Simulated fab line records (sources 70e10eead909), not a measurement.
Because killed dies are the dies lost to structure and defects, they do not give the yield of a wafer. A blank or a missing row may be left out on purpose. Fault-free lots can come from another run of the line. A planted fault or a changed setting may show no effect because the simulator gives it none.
Which tool was responsible?	flow nandHarc	24 lots with 72 wafers sampled at 6 steps, on a route of 1302 steps

== WHAT THE GAUGES READ, wafer by wafer ==
The record holds no reading of a measuring or inspecting step that can be judged against a usual standard deviation.

== WHICH TOOL RAN EACH LOT (tool, then ch and the chambers of the sampled wafers, then the start) ==
lot	NHARC_A_STAIRCASE_HM_OPEN_457	NHARC_A_STAIRCASE_DESCUM_291	NHARC_A_STAIRCASE_HM_OPEN_460	NHARC_A_STAIRCASE_DESCUM_312	NHARC_A_STAIRCASE_DEP_151	NHARC_A_STAIRCASE_CMP_450
L075	rieDiel-03 ch 0,1,2, day 16 19:15 or earlier	rieDiel-11 ch 0,2,3, day 16 19:15	rieDiel-11 ch 1,2,3, day 17 00:49 or earlier	rieDiel-11 ch 0,2,3, day 17 00:49	pecvd-02 ch 0,1, day 17 23:28	cmp-01 ch 0,1,3, day 19 06:08
L074	rieDiel-11 ch 0,2, day 16 22:23 or earlier	rieDiel-11 ch 1,3, day 16 22:23	rieDiel-11 ch 0,1,3, day 17 04:36 or earlier	rieDiel-11 ch 1,3, day 17 04:36	pecvd-04 ch 1,2, day 17 23:05	cmp-02 ch 0,2,3, day 19 11:41
L076	rieDiel-13 ch 1,2,3, day 17 12:29 or earlier	rieDiel-11 ch 0,1, day 17 12:29	rieDiel-11 ch 0,3, day 17 17:39 or earlier	rieDiel-11 ch 0,1,2, day 17 17:39	pecvd-01 ch 0,1, day 18 11:09	cmp-03 ch 2,3, day 19 16:50
L077	rieDiel-13 ch 2,3, day 17 18:18 or earlier	rieDiel-13 ch 0,2,3, day 17 18:18	rieDiel-13 ch 1,2, day 17 23:26 or earlier	rieDiel-11 ch 0,3, day 17 23:26	pecvd-01 ch 0,1,2, day 18 15:05	cmp-03 ch 1,2,3, day 19 17:57
L079	rieDiel-03 ch 0,1, day 18 11:05 or earlier	rieDiel-11 ch 0,1,3, day 18 11:05	rieDiel-11 ch 0,2, day 18 16:10 or earlier	rieDiel-03 ch 0,1, day 18 16:10	pecvd-01 ch 0,1,2, day 19 07:21	cmp-01 ch 1,2,3, day 20 19:23
L078	rieDiel-13 ch 0,1,2, day 18 12:56 or earlier	rieDiel-03 ch 0,1, day 18 12:56	rieDiel-03 ch 0,1, day 18 20:31 or earlier	rieDiel-03 ch 0,1,3, day 18 20:31	pecvd-01 ch 0,1, day 19 11:48	cmp-02 ch 0,2,3, day 20 18:41
L080	rieDiel-13 ch 0,3, day 19 04:02 or earlier	rieDiel-03 ch 1,3, day 19 04:02	rieDiel-03 ch 0,1,3, day 19 10:05 or earlier	rieDiel-13 ch 0,1,3, day 19 10:05	pecvd-02 ch 1,2, day 20 01:28	cmp-01 ch 0,1, day 21 11:59
L081	rieDiel-11 ch 0,1,3, day 19 04:30 or earlier	rieDiel-03 ch 1,3, day 19 04:30	rieDiel-03 ch 0,1,3, day 19 11:49 or earlier	rieDiel-13 ch 1,2,3, day 19 11:49	pecvd-01 ch 0, day 20 01:17	cmp-02 ch 0,1, day 21 10:44
L082	rieDiel-11 ch 0,1,3, day 20 13:02 or earlier	rieDiel-13 ch 0,2,3, day 20 13:02	rieDiel-13 ch 0,1,3, day 20 22:18 or earlier	rieDiel-11 ch 1,3, day 20 22:18	pecvd-04 ch 0,2, day 21 16:01	cmp-02 ch 0,1,2, day 22 21:10
L083	rieDiel-13 ch 0,1, day 20 15:00 or earlier	rieDiel-11 ch 1,2,3, day 20 15:00	rieDiel-11 ch 1,2,3, day 21 00:41 or earlier	rieDiel-13 ch 0,1,2, day 21 00:41	pecvd-02 ch 1,2, day 21 20:43	cmp-01 ch 1,2,3, day 23 05:01
L085	rieDiel-11 ch 0,1, day 21 00:20 or earlier	rieDiel-03 ch 0,3, day 21 00:20	rieDiel-03 ch 0,1, day 21 05:45 or earlier	rieDiel-11 ch 0,1, day 21 05:45	pecvd-02 ch 0,1,2, day 21 21:11	cmp-02 ch 1,2,3, day 23 07:38
L084	rieDiel-11 ch 0,1,2, day 21 00:30 or earlier	rieDiel-13 ch 1,2,3, day 21 00:30	rieDiel-13 ch 0,1,2, day 21 06:02 or earlier	rieDiel-11 ch 0,1,3, day 21 06:02	pecvd-04 ch 1,2, day 21 20:49	cmp-03 ch 0,1,3, day 23 04:46
L086	rieDiel-13 ch 0,1,3, day 22 02:21 or earlier	rieDiel-11 ch 0,2, day 22 02:21	rieDiel-11 ch 0,1,2, day 22 10:14 or earlier	rieDiel-03 ch 1,2,3, day 22 10:14	pecvd-02 ch 0,1,2, day 23 01:23	cmp-03 ch 2,3, day 24 12:42
L087	rieDiel-11 ch 0,1,2, day 22 13:54 or earlier	rieDiel-13 ch 1,2,3, day 22 13:54	rieDiel-13 ch 1,2,3, day 22 20:29 or earlier	rieDiel-03 ch 1,2,3, day 22 20:29	pecvd-02 ch 1,2, day 23 12:10	cmp-01 ch 1,2,3, day 24 22:51
L089	rieDiel-13 ch 0,1,3, day 22 14:47 or earlier	rieDiel-03 ch 0,1,2, day 22 14:47	rieDiel-03 ch 0,2,3, day 22 21:59 or earlier	rieDiel-03 ch 1,2,3, day 22 21:59	pecvd-01 ch 0,1, day 23 12:16	cmp-02 ch 0,1,3, day 24 23:02
L088	rieDiel-11 ch 0,1, day 22 18:42 or earlier	rieDiel-03 ch 0,3, day 22 18:42	rieDiel-03 ch 0,1,2, day 23 02:24 or earlier	rieDiel-11 ch 0,1,2, day 23 02:24	pecvd-01 ch 0,1,2, day 23 18:44	cmp-02 ch 0,2,3, day 25 08:28
L090	rieDiel-11 ch 2,3, day 23 03:19 or earlier	rieDiel-13 ch 0,2,3, day 23 03:19	rieDiel-13 ch 0,1,2, day 23 08:19 or earlier	rieDiel-03 ch 0,1,2, day 23 08:19	pecvd-01 ch 0,1,2, day 23 23:40	cmp-02 ch 0,2, day 25 08:10
L091	rieDiel-13 ch 0,1,2, day 24 03:27 or earlier	rieDiel-11 ch 2,3, day 24 03:27	rieDiel-11 ch 0,3, day 24 08:35 or earlier	rieDiel-03 ch 2,3, day 24 08:35	pecvd-02 ch 0,1, day 24 23:41	cmp-01 ch 0,1,2, day 26 07:42
L092	rieDiel-13 ch 0,1,2, day 24 12:13 or earlier	rieDiel-13 ch 0,1,2, day 24 12:13	rieDiel-13 ch 0,1,3, day 24 17:24 or earlier	rieDiel-13 ch 0,2,3, day 24 17:24	pecvd-02 ch 0,1,2, day 25 11:16	cmp-02 ch 0,1,2, day 26 20:05
L093	rieDiel-11 ch 1,2,3, day 24 14:13 or earlier	rieDiel-13 ch 0,2, day 24 14:13	rieDiel-13 ch 0,3, day 24 20:29 or earlier	rieDiel-11 ch 1,2,3, day 24 20:29	pecvd-04 ch 0,2, day 25 11:16	cmp-03 ch 2,3, day 26 20:04
L094	rieDiel-11 ch 0,2,3, day 24 20:36 or earlier	rieDiel-11 ch 0,1,2, day 24 20:36	rieDiel-11 ch 1,3, day 25 02:13 or earlier	rieDiel-13 ch 2,3, day 25 02:13	pecvd-04 ch 0,2, day 25 17:28	cmp-01 ch 0,1,2, day 26 22:54
L095	rieDiel-13 ch 0,2,3, day 25 17:29 or earlier	rieDiel-13 ch 0,1, day 25 17:29	rieDiel-13 ch 0,1,2, day 26 00:44 or earlier	rieDiel-03 ch 1,3, day 26 00:44	pecvd-02 ch 1,2, day 26 15:52	cmp-02 ch 0,2,3, day 27 23:43
L096	rieDiel-13 ch 0,1,3, day 26 03:25 or earlier	rieDiel-11 ch 0,2,3, day 26 03:25	rieDiel-11 ch 1,2,3, day 26 08:29 or earlier	rieDiel-11 ch 0,1,3, day 26 08:29	pecvd-04 ch 0,1,2, day 26 23:29	cmp-02 ch 0,2,3, day 28 06:06
L097	rieDiel-13 ch 0,3, day 26 08:43 or earlier	rieDiel-03 ch 0,2, day 26 08:43	rieDiel-03 ch 0,2,3, day 26 14:14 or earlier	rieDiel-13 ch 2,3, day 26 14:14	pecvd-01 ch 0,1,2, day 27 10:39	cmp-01 ch 0,1,2, day 28 18:46
- NHARC_A_STAIRCASE_HM_OPEN_457: chemistry O2/COS.
- NHARC_A_STAIRCASE_DESCUM_291: chemistry O2, time 3 s.
- NHARC_A_STAIRCASE_HM_OPEN_460: chemistry O2/COS.
- NHARC_A_STAIRCASE_DESCUM_312: chemistry O2, time 3 s.
- NHARC_A_STAIRCASE_DEP_151: deposits SiO2, target thk 7200 nm.
- NHARC_A_STAIRCASE_CMP_450: polishes SiO2, target thk 200 nm.

== AS READ BY THE TOOLS THEMSELVES (means over the sampled wafers that have a number; for cases with no such wafer, the mark the record gives instead) ==
NHARC_A_STAIRCASE_HM_OPEN_457. Usual: drypumpMotorCurrentA 5.7 A, standard deviation 0.58; oesProductAu 1.002 a.u., standard deviation 0.011; rfVppV 467 V, standard deviation 3.2; showerheadPlenumPTorr 3.13 Torr, standard deviation 0.15; throttleValvePct 28.330 %, standard deviation 0.0095.
lot	tool	drypumpMotorCurrentA (A)	oesProductAu (a.u.)	rfVppV (V)	showerheadPlenumPTorr (Torr)	throttleValvePct (%)	flag
L075	rieDiel-03	5.3	1.006	465	3.02	28.331	
L074	rieDiel-11	5.8	1.010	469	3.23	28.330	
L076	rieDiel-13	5.2	1.000	468	3.14	28.328	
L077	rieDiel-13	5.3	0.994	470	3.24	28.324	
L079	rieDiel-03	5.2	1.012	464	2.97	28.325	
L078	rieDiel-13	5.6	1.003	465	3.03	28.327	
L080	rieDiel-13	5.7	1.015	469	3.26	28.329	
L081	rieDiel-11	6.2	1.009	470	3.25	28.333	
L082	rieDiel-11	6.2	0.995	470	3.24	28.327	
L083	rieDiel-13	5.9	1.001	465	3.04	28.337	
L085	rieDiel-11	6.2	1.008	467	3.16	28.325	
L084	rieDiel-11	5.9	1.009	467	3.13	28.318	
L086	rieDiel-13	5.5	1.004	467	3.13	28.330	
L087	rieDiel-11	5.9	0.997	468	3.13	28.328	
L089	rieDiel-13	5.5	1.009	467	3.13	28.327	
L088	rieDiel-11	6.2	0.991	467	3.15	28.330	
L090	rieDiel-11	5.6	1.002	467	3.11	28.329	
L091	rieDiel-13	5.6	0.996	465	3.01	28.324	
L092	rieDiel-13	5.6	1.002	465	3.01	28.320	
L093	rieDiel-11	5.9	0.987	467	3.13	28.342	
L094	rieDiel-11	5.8	0.999	468	3.20	28.332	
L095	rieDiel-13	5.8	1.004	467	3.11	28.319	
L096	rieDiel-13	5.5	0.999	467	3.12	28.337	
L097	rieDiel-13	5.6	1.004	469	3.22	28.328	

NHARC_A_STAIRCASE_DESCUM_291. Usual: drypumpMotorCurrentA 5.6 A, standard deviation 0.56; oesProductAu 1.000 a.u., standard deviation 0.011; rfVppV 57.7 V, standard deviation 0.96; showerheadPlenumPTorr 1.91 Torr, standard deviation 0.095; throttleValvePct 11.310 %, standard deviation 0.0098.
lot	tool	drypumpMotorCurrentA (A)	oesProductAu (a.u.)	rfVppV (V)	showerheadPlenumPTorr (Torr)	throttleValvePct (%)	flag
L075	rieDiel-11	5.8	1.010	58.3	1.99	11.299	
L074	rieDiel-11	6.3	0.999	57.9	1.95	11.314	
L076	rieDiel-11	6.1	1.006	58.2	1.99	11.315	
L077	rieDiel-13	5.8	1.009	57.8	1.93	11.310	
L079	rieDiel-11	6.2	0.994	58.4	2.00	11.313	
L078	rieDiel-03	4.9	1.001	57.3	1.79	11.312	
L080	rieDiel-03	5.5	1.013	57.0	1.89	11.310	
L081	rieDiel-03	5.1	1.008	56.9	1.83	11.305	
L082	rieDiel-13	5.8	1.012	58.1	1.92	11.306	
L083	rieDiel-11	5.9	0.998	58.0	1.93	11.322	
L085	rieDiel-03	5.5	0.997	57.8	1.87	11.313	
L084	rieDiel-13	5.2	0.987	57.9	1.91	11.298	
L086	rieDiel-11	5.8	1.002	57.3	1.97	11.300	
L087	rieDiel-13	5.2	0.997	57.4	1.91	11.307	
L089	rieDiel-03	5.3	0.996	57.5	1.84	11.307	
L088	rieDiel-03	5.7	0.999	57.5	1.91	11.319	
L090	rieDiel-13	5.8	1.000	58.0	1.91	11.308	
L091	rieDiel-11	5.9	0.991	58.0	1.97	11.309	
L092	rieDiel-13	5.6	0.992	57.0	1.84	11.300	
L093	rieDiel-13	6.2	0.991	57.1	1.84	11.316	
L094	rieDiel-11	5.9	0.998	58.4	1.91	11.314	
L095	rieDiel-13	5.4	1.000	56.7	1.84	11.311	
L096	rieDiel-11	5.8	1.004	58.0	1.96	11.302	
L097	rieDiel-03	5.7	0.983	57.3	1.89	11.309	

NHARC_A_STAIRCASE_HM_OPEN_460. Usual: drypumpMotorCurrentA 5.7 A, standard deviation 0.58; oesProductAu 1.002 a.u., standard deviation 0.01; rfVppV 467 V, standard deviation 3.3; showerheadPlenumPTorr 3.10 Torr, standard deviation 0.15; throttleValvePct 28.330 %, standard deviation 0.0091.
lot	tool	drypumpMotorCurrentA (A)	oesProductAu (a.u.)	rfVppV (V)	showerheadPlenumPTorr (Torr)	throttleValvePct (%)	flag
L075	rieDiel-11	5.9	1.003	468	3.16	28.324	
L074	rieDiel-11	6.2	1.001	471	3.26	28.326	
L076	rieDiel-11	6.1	1.003	472	3.33	28.340	
L077	rieDiel-13	5.1	0.994	465	3.03	28.326	
L079	rieDiel-11	5.5	1.013	467	3.12	28.328	
L078	rieDiel-03	4.9	1.008	463	2.94	28.329	
L080	rieDiel-03	5.4	1.012	464	3.03	28.328	
L081	rieDiel-03	5.4	1.016	465	3.03	28.325	
L082	rieDiel-13	5.5	1.002	467	3.14	28.330	
L083	rieDiel-11	5.9	1.009	467	3.14	28.332	
L085	rieDiel-03	5.2	1.001	464	2.96	28.317	
L084	rieDiel-13	5.7	1.003	465	3.02	28.324	
L086	rieDiel-11	5.9	1.006	468	3.13	28.330	
L087	rieDiel-13	5.2	1.002	468	3.12	28.324	
L089	rieDiel-03	5.7	0.996	467	3.10	28.329	
L088	rieDiel-03	5.3	1.001	464	3.00	28.332	
L090	rieDiel-13	5.7	1.000	465	3.02	28.335	
L091	rieDiel-11	6.2	0.994	471	3.31	28.327	
L092	rieDiel-13	5.5	0.989	468	3.12	28.326	
L093	rieDiel-13	5.7	0.997	469	3.23	28.331	
L094	rieDiel-11	6.3	0.984	469	3.15	28.330	
L095	rieDiel-13	5.6	1.002	466	3.01	28.329	
L096	rieDiel-11	5.9	0.998	467	3.12	28.340	
L097	rieDiel-03	5.7	1.002	466	3.09	28.333	

NHARC_A_STAIRCASE_DESCUM_312. Usual: drypumpMotorCurrentA 5.7 A, standard deviation 0.55; oesProductAu 1.000 a.u., standard deviation 0.011; rfVppV 57.8 V, standard deviation 0.87; showerheadPlenumPTorr 1.91 Torr, standard deviation 0.095; throttleValvePct 11.311 %, standard deviation 0.0097.
lot	tool	drypumpMotorCurrentA (A)	oesProductAu (a.u.)	rfVppV (V)	showerheadPlenumPTorr (Torr)	throttleValvePct (%)	flag
L075	rieDiel-11	5.8	1.009	58.9	1.99	11.317	
L074	rieDiel-11	6.2	0.996	58.6	2.01	11.293	
L076	rieDiel-11	5.9	1.016	58.1	1.93	11.307	
L077	rieDiel-11	6.1	0.995	58.2	2.05	11.311	
L079	rieDiel-03	4.9	1.003	57.0	1.79	11.307	
L078	rieDiel-03	5.3	1.012	56.8	1.85	11.300	
L080	rieDiel-13	5.5	1.004	57.6	1.93	11.304	
L081	rieDiel-13	5.2	0.999	57.3	1.91	11.307	
L082	rieDiel-11	6.2	0.994	58.0	2.00	11.308	
L083	rieDiel-13	5.6	1.000	57.0	1.85	11.312	
L085	rieDiel-11	6.1	1.000	58.6	1.98	11.320	
L084	rieDiel-11	6.2	0.994	57.8	1.99	11.313	
L086	rieDiel-03	5.5	1.000	57.2	1.88	11.322	
L087	rieDiel-03	5.4	0.995	57.1	1.88	11.308	
L089	rieDiel-03	5.4	0.987	58.1	1.88	11.320	
L088	rieDiel-11	5.8	1.000	58.1	1.91	11.312	
L090	rieDiel-03	5.3	0.992	57.0	1.84	11.311	
L091	rieDiel-03	5.8	1.007	58.0	1.93	11.308	
L092	rieDiel-13	5.8	0.991	58.3	1.91	11.315	
L093	rieDiel-11	5.9	0.993	57.5	1.92	11.311	
L094	rieDiel-13	5.4	0.999	57.2	1.97	11.309	
L095	rieDiel-03	5.5	0.993	57.7	1.88	11.312	
L096	rieDiel-11	6.2	0.995	58.2	1.98	11.320	
L097	rieDiel-13	5.5	1.001	57.1	1.89	11.316	

NHARC_A_STAIRCASE_DEP_151. Usual: heaterPowerW reads 589 W (standard deviation 91).
lot	tool	heaterPowerW (W)	flag
L075	pecvd-02	599	
L074	pecvd-04	561	
L076	pecvd-01	635	
L077	pecvd-01	584	
L079	pecvd-01	620	
L078	pecvd-01	655	
L080	pecvd-02	494	
L081	pecvd-01	592	
L082	pecvd-04	676	
L083	pecvd-02	531	
L085	pecvd-02	571	
L084	pecvd-04	529	
L086	pecvd-02	576	
L087	pecvd-02	544	
L089	pecvd-01	607	
L088	pecvd-01	561	
L090	pecvd-01	615	
L091	pecvd-02	670	
L092	pecvd-02	533	
L093	pecvd-04	684	
L094	pecvd-04	611	
L095	pecvd-02	543	
L096	pecvd-04	617	
L097	pecvd-01	574	

NHARC_A_STAIRCASE_CMP_450. Usual: motorCurrentA 12.2 A, standard deviation 1.2; slurryFlowMlMin 150.0, standard deviation 0.44.
lot	tool	motorCurrentA (A)	slurryFlowMlMin	flag
L075	cmp-01	12.3	150.0	
L074	cmp-02	12.3	150.0	
L076	cmp-03	12.8	150.3	
L077	cmp-03	11.6	149.8	
L079	cmp-01	11.5	149.9	
L078	cmp-02	12.2	149.9	
L080	cmp-01	12.4	149.9	
L081	cmp-02	12.5	149.9	
L082	cmp-02	12.8	150.0	
L083	cmp-01	11.7	149.5	
L085	cmp-02	11.9	150.3	
L084	cmp-03	12.4	150.4	
L086	cmp-03	12.8	149.8	
L087	cmp-01	11.7	150.3	
L089	cmp-02	12.1	149.6	
L088	cmp-02	12.0	149.6	
L090	cmp-02	13.4	149.9	
L091	cmp-01	12.6	150.1	
L092	cmp-02	13.0	149.9	
L093	cmp-03	12.4	149.7	
L094	cmp-01	12.5	150.2	
L095	cmp-02	12.1	150.1	
L096	cmp-02	12.3	150.2	
L097	cmp-01	12.8	149.8	

== THE ANSWER, worked out from the rows above alone ==
Rule: a lot counts as off when the mean over its wafers that have a number is more than 3 standard deviations away from the usual mean. A lot without any number at a reading at which 4 lots or more have one is off too. Where the step has rows for the other lots, those lots are counted as sound. After the gauges, taken in route order, come the tools' own readings; for these a lot's mean is taken, as printed above. The first step at which some lot is off is used, and at that step the reading that is off furthest; a lot without a number counts as furthest.
No lot is off on any of the readings shown, so nothing can be concluded from this.

== WHAT WAS PUT IN BY THE SIMULATOR ==
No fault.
